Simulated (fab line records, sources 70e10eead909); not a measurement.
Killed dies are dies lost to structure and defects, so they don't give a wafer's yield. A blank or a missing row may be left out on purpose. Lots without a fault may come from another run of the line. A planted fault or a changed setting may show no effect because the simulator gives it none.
Which tool did it? | flow nand_harc | 13 lots, 38 wafers sampled, at 5 steps of a route of 1159

WHAT THE GAUGES READ, wafer by wafer
NHARC_HYBRID_BOND_INSPECT_06: inspects for defects (ir void).
lot  | measured     | on                | raw_defect_count
L713 | day 19 01:44 | defect_inspect-02 | 16 17 17
L711 | day 19 01:45 | defect_inspect-01 | 5 13 3
L712 | day 19 01:46 | defect_inspect-02 | 48 36 50
L715 | day 19 08:14 | defect_inspect-02 | 46 54 41
L716 | day 19 14:52 | defect_inspect-02 | 12 11 16
L718 | day 19 22:46 | defect_inspect-02 | 28 33 38
L717 | day 19 22:47 | defect_inspect-01 | 15 23
L726 | day 22 20:53 | defect_inspect-01 | 41 45 45
L729 | day 22 20:55 | defect_inspect-02 | 23 17 22
L730 | day 23 05:26 | defect_inspect-01 | 54 53 52
L732 | day 23 18:29 | defect_inspect-01 | 38 33 49
L733 | day 24 01:14 | defect_inspect-02 | 49 54 57
L734 | day 24 05:37 | defect_inspect-01 | 43 47 37

NHARC_END_SORT_01.
lot  | measured     | on        | defect_limited_yield (%) | killed_at_array | killed_at_other | killed_at_periphery | killed_dies | killed_open | killed_short | sort_bin_2_pct (%) | sort_bin_3_pct (%) | sort_bin_4_pct (%) | sort_n_pass | sort_rim_yield_pct (%) | sort_yield_pct (%)
L713 | day 20 05:02 | prober-02 | 96.9 97.2 97.6           | 18 17 15        | 0 0 0           | 3 2 1               | 21 19 16    | 5 5 2       | 3 2 1        | 0.6 0.7 0.7        | 0.30 0 0.30        | 2.2 2.1 1.3        | 656 658 661 | 97.2 97.2 97.2         | 96.9 97.2 97.6
L715 | day 20 20:37 | prober-02 | 94.1 93.4 93.1           | 38 42 41        | 1 0 0           | 1 3 6               | 40 45 47    | 2 1 6       | 2 4 1        | 1.3 1.8 1.9        | 0.30 0.59 0.15     | 4.3 4.3 4.9        | 637 632 630 | 97.2 100.0 98.1        | 94.1 93.4 93.1
L718 | day 21 06:13 | prober-01 | 32.9 34.9 30.6           | 15 17 15        | 435 423 450     | 4 1 5               | 454 441 470 | 1 0 2       | 2 3 0        | 27.8 25.4 27.9     | 6.79 5.76 4.28     | 32.5 34.0 37.2     | 223 236 207 | 38.7 34.9 25.5         | 32.9 34.9 30.6
L717 | day 21 15:29 | prober-02 | 31.9 34.6                | 14 14           | 446 424         | 1 5                 | 461 443     | 4 2         | 2 1          | 26.7 27.9          | 5.32 4.73          | 36.0 32.8          | 216 234     | 31.1 33.0              | 31.9 34.6
L726 | day 23 22:25 | prober-02 | 95.1 95.0 93.9           | 32 33 39        | 0 0 0           | 1 1 2               | 33 34 41    | 2 2 3       | 0 0 1        | 1.9 1.8 2.1        | 0.15 0.59 0.30     | 2.8 2.7 3.7        | 644 643 636 | 99.1 96.2 98.1         | 95.1 95.0 93.9
L733 | day 25 03:05 | prober-01 | 94.4 93.2 91.9           | 37 45 50        | 0 0 1           | 1 1 4               | 38 46 55    | 2 1 1       | 2 2 6        | 1.8 2.5 3.1        | 0.30 0.15 0.44     | 3.5 4.1 4.6        | 639 631 622 | 100.0 97.2 99.1        | 94.4 93.2 91.9

WHICH TOOL RAN EACH LOT (tool, then ch and the chambers of the sampled wafers, then the start)
lot  | NHARC_THIN_TSV_ETCH_44             | NHARC_THIN_TSV_DEGAS_49      | NHARC_THIN_TSV_ECD_20
L713 | rie_diel-13 ch 0,1, day 19 04:46   | pvd_sputter-01, day 19 07:40 | ecd_cu-02 ch 0,1, day 19 08:06
L711 | rie_diel-11 ch 1,2,3, day 19 08:21 | pvd_sputter-02, day 19 11:07 | ecd_cu-01 ch 0,1, day 19 11:41
L712 | rie_diel-02 ch 1,2,3, day 19 07:14 | pvd_sputter-03, day 19 09:54 | ecd_cu-01 ch 0,1, day 19 10:36
L715 | rie_diel-02 ch 0,2,3, day 19 11:13 | pvd_sputter-03, day 19 13:47 | ecd_cu-02 ch 1, day 19 14:20
L716 | rie_diel-02 ch 1,2,3, day 19 17:55 | pvd_sputter-02, day 19 20:21 | ecd_cu-02 ch 0,1, day 19 21:08
L718 | rie_diel-02 ch 0,2,3, day 20 01:44 | pvd_sputter-01, day 20 04:22 | ecd_cu-02 ch 0,1, day 20 04:49
L717 | rie_diel-02 ch 2,3, day 20 03:00   | pvd_sputter-01, day 20 05:27 | ecd_cu-02 ch 0,1, day 20 06:16
L726 | rie_diel-02 ch 0,2,3, day 23 01:08 | pvd_sputter-01, day 23 03:33 | ecd_cu-02 ch 0,1, day 23 04:08
L729 | rie_diel-02 ch 1,2, day 23 02:17   | pvd_sputter-02, day 23 04:50 | ecd_cu-01 ch 0,1, day 23 05:34
L730 | rie_diel-02 ch 0,2,3, day 23 08:28 | pvd_sputter-03, day 23 11:11 | ecd_cu-01 ch 0,1, day 23 11:51
L732 | rie_diel-11 ch 1,3, day 24 09:33   | pvd_sputter-02, day 24 12:37 | ecd_cu-02 ch 0,1, day 24 13:04
L733 | rie_diel-13 ch 0,3, day 24 10:36   | pvd_sputter-01, day 24 13:19 | ecd_cu-01 ch 0,1, day 24 13:56
L734 | rie_diel-02 ch 1,2, day 24 14:22   | pvd_sputter-01, day 24 16:56 | ecd_cu-02 ch 0,1, day 24 17:22
- NHARC_THIN_TSV_ETCH_44: etches the open film in CF4/O2, target depth 1594.2 nm, time 797.1 s.
- NHARC_THIN_TSV_DEGAS_49: time 120 s.
- NHARC_THIN_TSV_ECD_20: material Cu, target thk 2000 nm.

WHAT THE TOOLS THEMSELVES READ (means of the sampled wafers that have a number; where no wafer has one, the mark that the record gives instead)
NHARC_THIN_TSV_ETCH_44.
lot  | tool        | drypump_motor_current_A (A) | oes_product_au (a.u.) | rf_vpp_V (V) | showerhead_plenum_p_Torr (Torr) | throttle_valve_pct (%)
L713 | rie_diel-13 | 5.3                         | 0.999                 | 796          | 1.87                            | 16.919
L711 | rie_diel-11 | 6.2                         | 1.007                 | 795          | 1.85                            | 16.923
L712 | rie_diel-02 | 6.0                         | 1.002                 | 793          | 1.81                            | 16.917
L715 | rie_diel-02 | 6.0                         | 1.006                 | 793          | 1.80                            | 16.914
L716 | rie_diel-02 | 6.0                         | 1.009                 | 792          | 1.81                            | 16.914
L718 | rie_diel-02 | 6.0                         | 1.000                 | 793          | 1.80                            | 16.907
L717 | rie_diel-02 | 6.1                         | 1.007                 | 794          | 1.83                            | 16.907
L726 | rie_diel-02 | 6.0                         | 1.003                 | 793          | 1.80                            | 16.911
L729 | rie_diel-02 | 5.7                         | 1.008                 | 794          | 1.85                            | 16.901
L730 | rie_diel-02 | 6.0                         | 1.006                 | 792          | 1.80                            | 16.914
L732 | rie_diel-11 | 5.9                         | 0.998                 | 796          | 1.87                            | 16.911
L733 | rie_diel-13 | 5.0                         | 0.987                 | 798          | 1.89                            | 16.910
L734 | rie_diel-02 | 5.7                         | 1.009                 | 793          | 1.81                            | 16.913

NHARC_THIN_TSV_DEGAS_49.
lot  | tool           | heater_power_w (W) | susceptor_temp_C (C)
L713 | pvd_sputter-01 | 450                | 300.18
L711 | pvd_sputter-02 | 492                | 300.17
L712 | pvd_sputter-03 | 443                | 299.97
L715 | pvd_sputter-03 | 446                | 300.02
L716 | pvd_sputter-02 | 519                | 300.05
L718 | pvd_sputter-01 | 448                | 300.04
L717 | pvd_sputter-01 | 418                | 300.04
L726 | pvd_sputter-01 | 462                | 300.06
L729 | pvd_sputter-02 | 490                | 300.21
L730 | pvd_sputter-03 | 443                | 300.03
L732 | pvd_sputter-02 | 475                | 299.97
L733 | pvd_sputter-01 | 452                | 300.02
L734 | pvd_sputter-01 | 481                | 299.94

THE ANSWER, worked out from the rows above alone
Rule: what is usual is taken from the lots themselves. Put in order of their means at a reading, lots are off if they are a third of the lots or fewer, leave a main group of 4 or more, and stand apart from it by a gap of 3 or more times the standard deviation of the main group's means; of several such gaps the widest counts. A main group whose means are all the same, to the digits that the tables above print for the reading, isn't used. A lot without any number at a reading at which 4 lots or more have one is off too. The other lots that the step has rows for count as sound. The gauges are gone through in route order, then the tools' own readings, and for those a lot's mean is taken as printed above. The first step at which some lot is off is used, and at that step the reading that is off furthest; a lot without a number counts as furthest.
Off: L718, L717, at NHARC_END_SORT_01 (sort_rim_yield_pct). The main group: mean 98.0 %, standard deviation 0.6. Neither off nor sound, because the step has no rows for them: L711, L712, L716, L729, L730, L732, L734.
A tool fits if, at a process step before that reading, it ran every lot that is off, and no sound lot after the first of them. The gauges at NHARC_END_SORT_01 are tried like those tools. None of those tried fits.

WHAT THE SIMULATOR HAD PUT IN
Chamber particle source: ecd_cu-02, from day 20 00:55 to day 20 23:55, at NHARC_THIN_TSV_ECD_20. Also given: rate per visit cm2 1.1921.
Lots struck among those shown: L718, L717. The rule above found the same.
